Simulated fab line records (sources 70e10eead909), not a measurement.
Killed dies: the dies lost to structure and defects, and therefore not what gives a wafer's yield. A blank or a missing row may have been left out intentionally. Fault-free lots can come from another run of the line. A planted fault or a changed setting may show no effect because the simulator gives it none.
A struck lot beside a sound one	flow nandHarc	41 steps out of a route of 1159
Sound: the wafers L111.2, L111.3, L111.6. The struck wafers were L114.1, L114.4, L114.5. At the end, the cause is stated.
Per side, at each step with rows, come the tool, then ch with its chambers, and then its first start. Under that, the readings that differ: sound wafers	struck wafers	difference of the means	sigmas: that difference in standard deviations of wafers without a fault.
alike: words and numbers the same on both sides, and readings whose means are apart by under 2 such deviations; not compared: readings that were withheld, readings missing a value for some wafer, numbers with overlapping values and no deviation given by the record, and bounds like >300 which may hide the same value.
The two part at a step that has a row with sigmas, a row that says differs or no value, or rows on one side only. When numbers do not overlap yet have no deviation, they are printed without sigmas and do not part them. A reading that every wafer of one side lacks parts them only if that side has two wafers or more.

NHARC_P_M2_CD_MEAS_09: target cd 170 nm.
  sound on cdSem-03 ch 0, day 8 04:34; struck on cdSem-01 ch 0, day 9 12:23
  alike: cdNm
NHARC_P_M2_OVL_MEAS_10: pitch 340 nm.
  sound: overlay-02 at day 8 04:40; struck: overlay-01 at day 9 12:28
  alike: overlayXNm, overlayYNm
NHARC_P_M2_INSPECT_11:
  sound: defectInspect-01 at day 8 04:42; struck: defectInspect-02 at day 9 12:31
  alike: rawDefectCount
then, 1 step without rows for these wafers: NHARC_P_M2_DESCUM_14 (chemistry O2, time 3 s).
NHARC_P_M2_ETCH_35: etches the open film in N2/H2, target depth 40 nm, overetch 12 nm, time 43.94 s.
  sound on rieDiel-03 ch 1,2, day 8 04:50; struck on rieDiel-11 ch 0,1,2, day 9 12:42
  alike: drypumpMotorCurrentA, oesProductAu, rfVppV, showerheadPlenumPTorr, throttleValvePct
  not compared: rfHoursCounterH
then, 1 step without rows for these wafers: NHARC_P_M2_ETCH_15 (etches the open film in C4F8/Ar, target depth 182.5 nm, time 91.2 s).
NHARC_P_M2_CD_MEAS_16:
  sound: cdSem-03 at day 8 05:04; struck: cdSem-03 at day 9 13:02
  alike: cdNm
then, 3 steps without rows for these wafers: NHARC_P_M2_STRIP_18 (strips in N2/H2); NHARC_P_M2_ETCH_28 (etches the open film in CF4/N2, target depth 30 nm, time 72.99 s); NHARC_P_M2_STRIP_19 (strips in post etch residue remover, time 600 s).
NHARC_P_M2_DEGAS_29: time 60 s.
  sound: pvdSputter-03 at day 8 05:47; struck: pvdSputter-03 at day 9 13:46
  alike: heaterPowerW
then, 1 step without rows for these wafers: NHARC_P_M2_PRE_CLEAN_30 (time 30 s).
NHARC_P_M2_PVD_20: deposits TaN, target thk 5 nm, time 8.06 s.
  sound: pvdSputter-03 at day 8 05:53; struck: pvdSputter-03 at day 9 13:52
  alike: substrateTempC, throttleValvePct
then, 4 steps without rows for these wafers: NHARC_P_M2_PVD_21 (deposits Cu, target thk 30 nm, time 20.49 s); NHARC_P_M2_ECD_22 (material Cu, target thk 400 nm); NHARC_P_M2_ANNEAL_31 (time 90 s); NHARC_P_M2_CMP_23 (polishes, t overpolish 20 s, target thk 144.3 nm).
NHARC_P_M2_THK_MEAS_24: measures by xrf.
  sound: filmMetro-02 at day 8 07:11; struck: filmMetro-02 at day 9 15:11
  alike: thkNm
then, 2 steps without rows for these wafers: NHARC_P_M2_SRD_25; NHARC_P_M2_PRE_CLEAN_32 (time 12 s).
NHARC_P_M2_DEP_33: deposits SiCN, target thk 30 nm.
  sound on pecvd-03 ch 0,1,2, day 8 07:32; struck on pecvd-01 ch 0,2, day 9 16:01
  alike: heaterPowerW
then, 1 step without rows for these wafers: NHARC_P_BONDPAD_DEP_00 (deposits SiCN, target thk 250 nm).
NHARC_P_BONDPAD_CMP_32: polishes SiCN, target thk 200 nm.
  sound on cmp-01 ch 0,2,3, day 8 08:17; struck on cmp-01 ch 1,2,3, day 9 16:58
  alike: motorCurrentA
NHARC_P_BONDPAD_THK_MEAS_33: measures by ellipsometry.
  sound: filmMetro-02 at day 8 08:32; struck: filmMetro-02 at day 9 17:12
  alike: thkNm
then, 10 steps without rows for these wafers: NHARC_P_BONDPAD_SRD_34; NHARC_P_BONDPAD_DEHYDRATE_01 (time 120 s); NHARC_P_BONDPAD_HMDS_02 (time 30 s); NHARC_P_BONDPAD_COAT_36 (time 65 s); NHARC_P_BONDPAD_COAT_03 (resist thk 600 nm); NHARC_P_BONDPAD_SOFTBAKE_04 (time 70 s); NHARC_P_BONDPAD_EBR_05; NHARC_P_BONDPAD_EXPOSE_06 (exposes mask P BPAD); NHARC_P_BONDPAD_PEB_07 (peb time 80 s); NHARC_P_BONDPAD_DEVELOP_08 (time 50 s).
NHARC_P_BONDPAD_CD_MEAS_09: target cd 500 nm.
  sound on cdSem-02 ch 0, day 8 09:07; struck on cdSem-01 ch 0, day 9 17:46
  alike: cdNm
NHARC_P_BONDPAD_OVL_MEAS_38:
  sound: overlay-02 at day 8 09:12; struck: overlay-01 at day 9 17:51
reading	sound	struck	difference	sigmas
overlayXNm (nm)	5 5 5	-9 -8 -9	-14	-3
  alike: overlayYNm
then, 3 steps without rows for these wafers: NHARC_P_BONDPAD_HARDBAKE_10 (time 65 s); NHARC_P_BONDPAD_DESCUM_11 (chemistry O2, time 3 s); NHARC_P_BONDPAD_ETCH_37 (etches the open film in N2/H2, target depth 60 nm, overetch 18 nm, time 65.91 s).
NHARC_P_BONDPAD_ETCH_12: etches the open film in CHF3/O2, target depth 200 nm, time 100 s.
  sound: rieDiel-04 ch 0,2,3; struck: rieDiel-01 ch 0,3
  alike: chf3FlowSccm, drypumpMotorCurrentA, oesProductAu, rfVppV, showerheadPlenumPTorr, throttleValvePct
  not compared: rfHoursCounterH
-- record jumps: 12 days between struck wafers' starts before vs after; left off in module P_BONDPAD, resumes in module END, first step shown is number 1159 of the route --
NHARC_END_SORT_01:
  here the record holds rows for the struck wafers (prober-02 ch 0, day 22 03:38) but none for the sound ones

## WHERE THEY PART
Earliest at NHARC_P_BONDPAD_OVL_MEAS_38; latest, in this record, at NHARC_END_SORT_01.

WHY: what the simulator had put in
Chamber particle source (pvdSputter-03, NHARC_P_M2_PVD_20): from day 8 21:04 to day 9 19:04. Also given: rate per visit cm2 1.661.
